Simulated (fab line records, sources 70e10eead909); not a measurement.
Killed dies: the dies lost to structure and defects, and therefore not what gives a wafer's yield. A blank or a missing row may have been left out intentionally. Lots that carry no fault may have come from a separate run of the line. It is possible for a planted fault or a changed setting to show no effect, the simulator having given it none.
Matching of chambers / flow nandHarc / NHARC_P_M2_ETCH_28 on rieDiel-03: 4 sister chambers
The step etches the open film in CF4/N2, target depth 30 nm, time 72.99 s. 15 wafers are shown with their chamber, then 7 later ones without.

## WAFERS WITH THEIR CHAMBER
wafer=L400.1; chamber=3; showerheadPlenumPTorr (Torr)=2.50; drypumpMotorCurrentA (A)=5.8; rfVppV (V)=313.9
wafer=L400.2; chamber=1; showerheadPlenumPTorr (Torr)=2.75; drypumpMotorCurrentA (A)=6.0; rfVppV (V)=316.6
wafer=L400.5; chamber=0; showerheadPlenumPTorr (Torr)=2.50; drypumpMotorCurrentA (A)=4.7; rfVppV (V)=311.3
wafer=L402.1; chamber=3; showerheadPlenumPTorr (Torr)=2.50; drypumpMotorCurrentA (A)=5.8; rfVppV (V)=312.9
wafer=L402.5; chamber=0; showerheadPlenumPTorr (Torr)=2.50; drypumpMotorCurrentA (A)=4.7; rfVppV (V)=312.4
wafer=L402.6; chamber=3; showerheadPlenumPTorr (Torr)=2.50; drypumpMotorCurrentA (A)=5.8; rfVppV (V)=312.5
wafer=L407.2; chamber=2; showerheadPlenumPTorr (Torr)=2.83; drypumpMotorCurrentA (A)=6.3; rfVppV (V)=316.6
wafer=L407.3; chamber=1; showerheadPlenumPTorr (Torr)=2.75; drypumpMotorCurrentA (A)=6.0; rfVppV (V)=317.3
wafer=L407.4; chamber=0; showerheadPlenumPTorr (Torr)=2.50; drypumpMotorCurrentA (A)=4.8; rfVppV (V)=311.8
wafer=L406.1; chamber=1; showerheadPlenumPTorr (Torr)=2.75; drypumpMotorCurrentA (A)=6.0; rfVppV (V)=317.2
wafer=L409.2; chamber=3; showerheadPlenumPTorr (Torr)=2.50; drypumpMotorCurrentA (A)=5.7; rfVppV (V)=311.2
wafer=L409.3; chamber=2; showerheadPlenumPTorr (Torr)=2.83; drypumpMotorCurrentA (A)=6.3; rfVppV (V)=318.6
wafer=L410.1; chamber=2; showerheadPlenumPTorr (Torr)=2.83; drypumpMotorCurrentA (A)=6.2; rfVppV (V)=317.6
wafer=L421.1; chamber=3; showerheadPlenumPTorr (Torr)=2.49; drypumpMotorCurrentA (A)=5.8; rfVppV (V)=312.8
wafer=L421.2; chamber=0; showerheadPlenumPTorr (Torr)=2.49; drypumpMotorCurrentA (A)=4.7; rfVppV (V)=313.2

SIGNATURES, as means of the wafers listed above
reading=showerheadPlenumPTorr; chamber 0=2.4975; chamber 1=2.7500; chamber 2=2.8300; chamber 3=2.4980; scatter within a chamber=0.00375
reading=drypumpMotorCurrentA; chamber 0=4.725; chamber 1=6.000; chamber 2=6.267; chamber 3=5.780; scatter within a chamber=0.0449
reading=rfVppV; chamber 0=312.175; chamber 1=317.033; chamber 2=317.600; chamber 3=312.660; scatter within a chamber=0.856
Rule: distance of a wafer from a chamber = root of the sum over the readings of ((wafer's reading minus chamber's mean) / reading's scatter) squared. The wafer belongs to the nearest chamber; if the next one is less than 2 further off, it can't be placed. How the scatter is found: for the shown wafers, subtract from each reading the mean of its chamber, square and add these, divide the total by (wafers less chambers), then take the root.

## WAFERS WITH NO CHAMBER GIVEN
wafer=L421.4; showerheadPlenumPTorr (Torr)=2.50; drypumpMotorCurrentA (A)=5.7; rfVppV (V)=311.1
wafer=L422.3; showerheadPlenumPTorr (Torr)=2.49; drypumpMotorCurrentA (A)=4.7; rfVppV (V)=312.7
wafer=L422.5; showerheadPlenumPTorr (Torr)=2.75; drypumpMotorCurrentA (A)=6.0; rfVppV (V)=315.6
wafer=L422.6; showerheadPlenumPTorr (Torr)=2.50; drypumpMotorCurrentA (A)=5.8; rfVppV (V)=311.8
wafer=L423.1; showerheadPlenumPTorr (Torr)=2.83; drypumpMotorCurrentA (A)=6.2; rfVppV (V)=318.6
wafer=L423.5; showerheadPlenumPTorr (Torr)=2.49; drypumpMotorCurrentA (A)=5.8; rfVppV (V)=310.1
wafer=L423.6; showerheadPlenumPTorr (Torr)=2.83; drypumpMotorCurrentA (A)=6.3; rfVppV (V)=317.5

## THE CHAMBER EACH PASSED THROUGH
wafer=L421.4; from the rows above=3; in truth=3
wafer=L422.3; from the rows above=0; in truth=0
wafer=L422.5; from the rows above=1; in truth=1
wafer=L422.6; from the rows above=3; in truth=3
wafer=L423.1; from the rows above=2; in truth=2
wafer=L423.5; from the rows above=3; in truth=3
wafer=L423.6; from the rows above=2; in truth=2
Correctly placed: 7 of 7. Number that these rows cannot place: 0. Wrongly placed: 0.
